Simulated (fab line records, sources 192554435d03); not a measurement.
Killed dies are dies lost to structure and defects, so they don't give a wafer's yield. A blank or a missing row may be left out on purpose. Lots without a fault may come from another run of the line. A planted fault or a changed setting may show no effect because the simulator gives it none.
Which tool did it? | flow n5_finfet | 11 lots, 29 wafers sampled, at 4 steps of a route of 1938

WHAT THE GAUGES READ, wafer by wafer
N5_BEOL_M5_THK_MEAS_01.
lot  | measured     | on            | M5_ILD_THK (nm)
L778 | day 9 15:28  | film_metro-02 | 122.1 119.6 124.9
L781 | day 11 00:01 | film_metro-01 | 119.2 122.2 121.7
L782 | day 11 00:23 | film_metro-02 | 121.7 123.2
L783 | day 11 02:56 | film_metro-02 | 121.3 121.6 123.3
L784 | day 11 07:29 | film_metro-02 | 118.7 118.0 120.0
L785 | day 11 08:33 | film_metro-02 | 121.3 121.9 122.1
L787 | day 12 13:10 | film_metro-01 | 121.7 122.4
L791 | day 12 21:53 | film_metro-02 | 123.4 122.3 124.9
L790 | day 12 22:31 | film_metro-02 | 122.6 41.3
L794 | day 13 07:37 | film_metro-02 | 122.5 41.2
L798 | day 15 08:18 | film_metro-01 | 120.2 120.9 122.5

WHICH TOOL RAN EACH LOT (tool, then ch and the chambers of the sampled wafers, then the start)
lot  | N5_BEOL_M4_ANNEAL_82         | N5_BEOL_M4_ANNEAL_87         | N5_BEOL_M5_ILD_DEP_00
L778 | pvd_sputter-02, day 9 11:35  | pvd_sputter-02, day 9 11:49  | pecvd-01 ch 0,1,2, day 9 14:54
L781 | pvd_sputter-01, day 10 20:05 | pvd_sputter-01, day 10 20:18 | pecvd-01 ch 0,1, day 10 23:25
L782 | pvd_sputter-02, day 10 20:19 | pvd_sputter-02, day 10 20:32 | pecvd-02 ch 0,1, day 10 23:50
L783 | pvd_sputter-01, day 10 23:01 | pvd_sputter-01, day 10 23:14 | pecvd-03 ch 0,1, day 11 02:21
L784 | pvd_sputter-03, day 11 02:49 | pvd_sputter-03, day 11 03:02 | pecvd-01 ch 0,1, day 11 06:54
L785 | pvd_sputter-01, day 11 04:02 | pvd_sputter-01, day 11 04:15 | pecvd-02 ch 0,1,2, day 11 07:58
L787 | pvd_sputter-01, day 12 09:16 | pvd_sputter-01, day 12 09:29 | pecvd-02 ch 1, day 12 12:34
L791 | pvd_sputter-03, day 12 17:59 | pvd_sputter-03, day 12 18:13 | pecvd-02 ch 1,2, day 12 21:19
L790 | pvd_sputter-01, day 12 18:43 | pvd_sputter-01, day 12 18:56 | pecvd-02 ch 0,1, day 12 21:58
L794 | pvd_sputter-02, day 13 03:41 | pvd_sputter-02, day 13 03:54 | pecvd-02 ch 1,2, day 13 07:00
L798 | pvd_sputter-03, day 15 04:21 | pvd_sputter-03, day 15 04:34 | pecvd-03 ch 0,1, day 15 07:44
- N5_BEOL_M4_ANNEAL_82: time 240 s.
- N5_BEOL_M4_ANNEAL_87: time 240 s.
- N5_BEOL_M5_ILD_DEP_00: deposits SiCOH lowk from DEMS/porogen, target thk 140.64 nm, time 25.9 s.

THE ANSWER, worked out from the rows above alone
Rule: what is usual is taken from the lots themselves. Put in order of their means at a reading, lots are off if they are a third of the lots or fewer, leave a main group of 4 or more, and stand apart from it by a gap of 3 or more times the standard deviation of the main group's means; of several such gaps the widest counts. A main group whose means are all the same, to the digits that the tables above print for the reading, isn't used. A lot without any number at a reading at which 4 lots or more have one is off too. The other lots that the step has rows for count as sound.
Off: L790, L794, at N5_BEOL_M5_THK_MEAS_01 (M5_ILD_THK). The main group: mean 121.7 nm, standard deviation 1.2.
A tool fits if, at a process step before that reading, it ran every lot that is off, and no sound lot after the first of them. The gauges at N5_BEOL_M5_THK_MEAS_01 are tried like those tools. Can't be told from this: 2 tools fit, pecvd-02 at N5_BEOL_M5_ILD_DEP_00, film_metro-02 at N5_BEOL_M5_THK_MEAS_01.

WHAT THE SIMULATOR HAD PUT IN
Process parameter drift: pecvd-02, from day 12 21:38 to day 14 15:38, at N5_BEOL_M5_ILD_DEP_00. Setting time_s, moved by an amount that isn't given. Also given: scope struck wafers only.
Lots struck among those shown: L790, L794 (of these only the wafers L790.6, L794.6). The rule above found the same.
